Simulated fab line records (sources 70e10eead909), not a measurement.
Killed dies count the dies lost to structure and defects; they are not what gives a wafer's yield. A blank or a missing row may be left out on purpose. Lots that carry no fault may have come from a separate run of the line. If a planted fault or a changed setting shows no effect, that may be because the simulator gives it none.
Which of the tools did it? | flow nand harc | Sampling: 11 lots, 33 wafers, 5 of 1159 route steps

## WHAT EACH GAUGE READ, for each wafer
NHARC_P_M2_THK_MEAS_24: measures by xrf.
lot  | measured     | on            | thk nm (nm)
L363 | day 6 20:50  | film metro-02 | 143.6 143.7 143.5
L365 | day 7 06:29  | film metro-01 | 144.7 141.1 146.1
L367 | day 7 15:04  | film metro-01 | 143.2 141.1 145.7
L371 | day 8 10:55  | film metro-02 | 147.5 141.3 147.4
L377 | day 10 09:07 | film metro-01 | 144.5 143.3 145.4
L378 | day 10 09:51 | film metro-01 | 145.4 144.7 145.4
L380 | day 10 14:18 | film metro-01 | 142.8 145.5 143.4
L381 | day 10 18:11 | film metro-01 | 144.0 144.6 143.7
L385 | day 11 12:32 | film metro-02 | 143.0 144.9 142.9
L383 | day 11 14:05 | film metro-02 | 144.1 141.3 145.8
L386 | day 12 03:02 | film metro-01 | 145.7 144.2 146.0

NHARC_END_SORT_01.
lot  | measured     | on        | defect limited yield (%) | killed at array | killed at other | killed at periphery | killed dies | killed open | killed short | sort_bin_2_pct (%) | sort_bin_3_pct (%) | sort_bin_4_pct (%) | sort n pass | sort rim yield pct (%) | sort yield pct (%)
L367 | day 20 09:37 | prober-02 | 94.4 94.2 96.0           | 33 30 19        | 0 0 0           | 5 9 8               | 38 39 27    | 6 4 4       | 3 1 3        | 1.9 1.8 1.5        | 0.15 0.15 0.15     | 3.5 3.8 2.4        | 639 638 650 | 92 90 95               | 94.4 94.2 96.0
L371 | day 22 20:12 | prober-02 | 96.3                     | 19              | 1               | 5                   | 25          | 6           | 2            | 1.5                | 0.44               | 1.8                | 652         | 94                     | 96.3
L377 | day 23 16:28 | prober-01 | 95.1 95.3 94.8           | 25 29 32        | 2 1 1           | 6 2 2               | 33 32 35    | 4 5 7       | 1 0 1        | 2.1 1.6 1.9        | 0 0.30 0.59        | 2.8 2.8 2.7        | 644 645 642 | 93 90 91               | 95.1 95.3 94.8
L380 | day 24 10:16 | prober-02 | 93.2 93.2 94.8           | 41 43 31        | 2 2 1           | 3 1 3               | 46 46 35    | 2 5 8       | 4 0 4        | 1.8 2.7 2.2        | 1.03 0.15 0.44     | 4.0 4.0 2.5        | 631 631 642 | 89 87 91               | 93.2 93.2 94.8

## WHAT TOOL EACH LOT RAN ON (gives the tool, then ch and the chambers of the sampled wafers, and finally the start)
lot  | NHARC_P_M2_ETCH_35                 | NHARC_P_M2_ETCH_28                 | NHARC_P_M2_CMP_23
L363 | rie diel-05 ch 0,1,3, day 6 18:27  | rie diel-09 ch 0,3, day 6 18:59    | cmp-03 ch 1,2,3, day 6 20:34
L365 | rie diel-05 ch 1,2, day 7 04:08    | rie diel-05 ch 0,1, day 7 04:40    | cmp-03 ch 1,2,3, day 7 06:11
L367 | rie diel-05 ch 0,1,3, day 7 12:27  | rie diel-05 ch 0,1,3, day 7 13:06  | cmp-04 ch 2,3, day 7 14:47
L371 | rie diel-01 ch 0,2,3, day 8 08:28  | rie diel-09 ch 0,1,3, day 8 09:00  | cmp-02 ch 0,2,3, day 8 10:40
L377 | rie diel-05 ch 1,2, day 10 06:43   | rie diel-05 ch 0,1,2, day 10 07:16 | cmp-02 ch 1,2,3, day 10 08:48
L378 | rie diel-01 ch 0,1, day 10 07:20   | rie diel-05 ch 0,2, day 10 07:52   | cmp-02 ch 0,1, day 10 09:32
L380 | rie diel-05 ch 2,3, day 10 11:28   | rie diel-01 ch 0,1,2, day 10 12:01 | cmp-04 ch 1,2, day 10 13:59
L381 | rie diel-05 ch 0,2,3, day 10 15:48 | rie diel-05 ch 0,1,3, day 10 16:21 | cmp-03 ch 0,1,2, day 10 17:53
L385 | rie diel-05 ch 0,1,2, day 11 10:12 | rie diel-05 ch 0,2,3, day 11 10:45 | cmp-04 ch 0,3, day 11 12:13
L383 | rie diel-05 ch 0,2,3, day 11 11:40 | rie diel-05 ch 1,2,3, day 11 12:12 | cmp-03 ch 1,2, day 11 13:46
L386 | rie diel-05 ch 1,3, day 12 00:43   | rie diel-05 ch 1,2,3, day 12 01:16 | cmp-04 ch 0,1,2, day 12 02:45
- NHARC_P_M2_ETCH_35: etches the open film in N2/H2, target depth 40 nm, overetch 12 nm, time 43.94 s.
- NHARC_P_M2_ETCH_28: etches the open film in CF4/N2, target depth 30 nm, time 72.99 s.
- NHARC_P_M2_CMP_23: polishes, t overpolish 20 s, target thk 144.3 nm.

## AS READ BY THE TOOLS THEMSELVES (means over the sampled wafers that have a number; for cases with no such wafer, the mark the record gives instead)
NHARC_P_M2_ETCH_35.
lot  | tool        | drypump motor current A (A) | oes product au (a.u.) | rf vpp V (V) | showerhead plenum p Torr (Torr) | throttle valve pct (%)
L363 | rie diel-05 | 5.4                         | 1.002                 | 430.3        | 2.04                            | 14.166
L365 | rie diel-05 | 5.8                         | 0.995                 | 429.9        | 2.01                            | 14.177
L367 | rie diel-05 | 5.4                         | 1.005                 | 430.7        | 2.03                            | 14.169
L371 | rie diel-01 | 5.8                         | 0.997                 | 428.7        | 1.97                            | 14.164
L377 | rie diel-05 | 5.8                         | 1.006                 | 430.3        | 2.01                            | 14.168
L378 | rie diel-01 | 5.8                         | 1.012                 | 425.8        | 1.90                            | 14.172
L380 | rie diel-05 | 5.5                         | 1.010                 | 433.4        | 2.15                            | 14.180
L381 | rie diel-05 | 5.4                         | 1.006                 | 432.1        | 2.09                            | 14.175
L385 | rie diel-05 | 5.6                         | 0.997                 | 429.9        | 2.02                            | 14.171
L383 | rie diel-05 | 5.4                         | 1.004                 | 431.6        | 2.09                            | 14.159
L386 | rie diel-05 | 5.4                         | 1.017                 | 431.5        | 2.09                            | 14.170

NHARC_P_M2_ETCH_28.
lot  | tool        | drypump motor current A (A) | oes product au (a.u.) | rf vpp V (V) | showerhead plenum p Torr (Torr) | throttle valve pct (%)
L363 | rie diel-09 | 6.1                         | 0.994                 | 316.0        | 2.73                            | 19.792
L365 | rie diel-05 | 5.5                         | 0.993                 | 312.5        | 2.54                            | 19.791
L367 | rie diel-05 | 5.4                         | 1.000                 | 314.1        | 2.62                            | 19.795
L371 | rie diel-09 | 5.7                         | 0.949                 | 314.8        | 2.65                            | 19.798
L377 | rie diel-05 | 5.6                         | 0.996                 | 313.2        | 2.60                            | 19.801
L378 | rie diel-05 | 5.4                         | 1.000                 | 313.4        | 2.61                            | 19.789
L380 | rie diel-01 | 5.8                         | 0.991                 | 312.4        | 2.51                            | 19.792
L381 | rie diel-05 | 5.4                         | 1.011                 | 313.7        | 2.62                            | 19.794
L385 | rie diel-05 | 5.4                         | 1.002                 | 315.5        | 2.68                            | 19.795
L383 | rie diel-05 | 5.7                         | 1.009                 | 315.4        | 2.67                            | 19.797
L386 | rie diel-05 | 5.6                         | 1.007                 | 314.2        | 2.67                            | 19.795

NHARC_P_M2_CMP_23.
lot  | tool   | motor current A (A) | slurry flow ml min | time to endpoint s (s)
L363 | cmp-03 | 13.2                | 150.1              | 24.6
L365 | cmp-03 | 13.1                | 150.7              | 26.1
L367 | cmp-04 | 12.4                | 149.6              | 24.4
L371 | cmp-02 | 12.1                | 150.0              | 30.3
L377 | cmp-02 | 12.2                | 150.3              | 30.7
L378 | cmp-02 | 12.6                | 149.9              | 29.4
L380 | cmp-04 | 12.2                | 150.6              | 27.6
L381 | cmp-03 | 12.0                | 150.2              | 26.1
L385 | cmp-04 | 12.9                | 150.2              | 26.2
L383 | cmp-03 | 13.3                | 149.5              | 27.5
L386 | cmp-04 | 12.3                | 150.2              | 26.7

## THE ANSWER, worked out from the rows above alone
Rule: usual is defined by the lots themselves. The widest of any qualifying gaps counts: lots, ordered by their means at a reading, are off when they make up no more than a third of the lots, leave a main group of 4 or more, and stand apart from it by 3 or more times the standard deviation of that group's means. A main group is skipped when, at the precision printed for the reading in the tables above, its means are all equal. Also off: a lot with no number at a reading for which 4 or more lots have one. All remaining lots with rows at the step are treated as sound. The gauges are gone through in route order, then the tools' own readings, and for those a lot's mean is taken as printed above. At the first step where some lot is off, the reading lying furthest off is the one used; lots without a number count as furthest.
Off: L371 (NHARC_P_M2_ETCH_28, oes product au). Mean 1.000 a.u. and standard deviation 0.0066 in the main group.
If a tool, at that step or one of the process steps before it, ran each lot that is off and ran no sound lot following the first of them, it fits. One candidate fits, namely rie diel-09 at NHARC_P_M2_ETCH_28. Its last sound lot is L363 (day 6 18:59), its first lot that is off L371 (day 8 09:00): a fault that began between those two fits.
The tool's own readings at NHARC_P_M2_ETCH_28 bear it out: on the lots that are off they differ by more than 5 times the standard deviation of the sound lots' means. oes product au reads 0.949 a.u. there against 1.000 a.u. on the sound lots.

## WHAT WAS PUT IN BY THE SIMULATOR
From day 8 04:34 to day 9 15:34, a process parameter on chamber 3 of rie diel-09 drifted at NHARC_P_M2_ETCH_28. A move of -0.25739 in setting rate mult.
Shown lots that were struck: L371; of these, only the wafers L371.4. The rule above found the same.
